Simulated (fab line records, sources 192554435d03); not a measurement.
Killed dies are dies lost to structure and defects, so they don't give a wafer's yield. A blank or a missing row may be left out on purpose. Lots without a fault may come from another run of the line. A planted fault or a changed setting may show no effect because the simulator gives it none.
Split-lot experiment | flow n5_finfet | 7 lots, 21 wafers read, on a route of 1938 steps

THE SPLIT
At N5_HKMG_FIN_ETCH_54 (etches SiARC in CF4, target depth 45.5 nm, time 75.8 s), the setting source_w was moved away from the recipe's 545 W on 4 of the 21 wafers read, by -15.2% to +11.1%. The other wafers ran this setting at the recipe's value.

The reading is taken at the split's own step.

THE READING
rf_vpp_V, in V, at N5_HKMG_FIN_ETCH_54 (etches SiARC in CF4, target depth 45.5 nm, time 75.8 s). Fault-free wafers of this fab line usually give 184.1 V, standard deviation 1.1 V.

wafer  | tool, chamber at the split | source_w as run, W | against the recipe | rf_vpp_V, V | against lot-mates on the recipe
L079.1 | rie_diel-02, 2             | 545                | recipe             | 184.9       | -
L079.4 | rie_diel-02, 1             | 545                | recipe             | 183.1       | -
L079.6 | rie_diel-02, 2             | 545                | recipe             | 183.4       | -
L080.2 | rie_diel-02, 3             | 545                | recipe             | 185.9       | -
L080.3 | rie_diel-02, 2             | 545                | recipe             | 183.2       | -
L080.6 | rie_diel-02, 3             | 545                | recipe             | 184.0       | -
L083.2 | rie_diel-01, 0             | 462.2              | -15.2%             | 194.5       | +11.3
L083.3 | rie_diel-01, 2             | 545                | recipe             | 183.2       | -
L083.4 | rie_diel-01, 2             | 462.2              | -15.2%             | 195.0       | +11.8
L086.4 | rie_diel-06, 3             | 545                | recipe             | 183.4       | -
L086.5 | rie_diel-06, 0             | 545                | recipe             | 186.0       | -
L086.6 | rie_diel-06, 1             | 545                | recipe             | 184.3       | -
L088.1 | rie_diel-02, 2             | 573.7              | +5.3%              | 180.3       | -4.4
L088.4 | rie_diel-02, 3             | 545                | recipe             | 184.4       | -
L088.6 | rie_diel-02, 0             | 545                | recipe             | 185.0       | -
L089.4 | rie_diel-02, 1             | 605.6              | +11.1%             | 176.8       | -6.8
L089.5 | rie_diel-02, 2             | 545                | recipe             | 183.6       | -
L089.6 | rie_diel-02, 3             | 545                | recipe             | 183.5       | -
L094.2 | rie_diel-02, 0             | 545                | recipe             | 183.4       | -
L094.3 | rie_diel-02, 2             | 545                | recipe             | 183.7       | -
L094.6 | rie_diel-02, 0             | 545                | recipe             | 186.0       | -

THE FIT
A straight line over all 21 wafers: rf_vpp_V changes by -0.691 V for each +1% of source_w; r = -0.97; the points scatter about the line by 0.95 V.
The same after taking each lot's own level away (the mean of its wafers on the recipe; 21 wafers): -0.731 V for each +1%; r = -0.98; scatter 0.92 V.
On that fit, the largest move of source_w shifts the reading by 11 V.
The lots' own levels span 183.20 to 184.70 V, that is 1.4 times the standard deviation above.
So the lot-to-lot level changes the slope little: the two slopes agree.
Check: with one of the wafers moved furthest among these (-15.2%) left out of the fit, the line predicts +11.1 V for it against its lot-mates. It came out at +11.3 V against them.
Tool readings at the split's step, against how far the setting was moved: etch_rf_on_time_s r = -0.97; rf_vpp_V r = -0.97.

OTHER SPLITS ON THESE WAFERS
These wafers also went through other splits before the reading. Each is held against what the fit with the lots' levels taken away leaves over:
other split on the same wafers | wafers away from the commonest value | r with rf_vpp_V (lot level and that fit taken away)
N5_SDB_EXPOSE_08 dose_mj       | 4                                    | +0.07

THE WHOLE CHAIN: every reading that the file lists as answering this split, in the file's order
step                | what it does                                           | reading           | change (the file's fit)              | r (the file's)
N5_HKMG_FIN_ETCH_54 | etches SiARC in CF4, target depth 45.5 nm, time 75.8 s | etch_rf_on_time_s | withheld for each +1% of the setting | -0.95
N5_HKMG_FIN_ETCH_54 | etches SiARC in CF4, target depth 45.5 nm, time 75.8 s | rf_vpp_V          | -0.714 V for each +1% of the setting | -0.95

THE FILE'S OWN FIT
rf_vpp_V changes by -0.714 V for each +1% of source_w, r = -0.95.
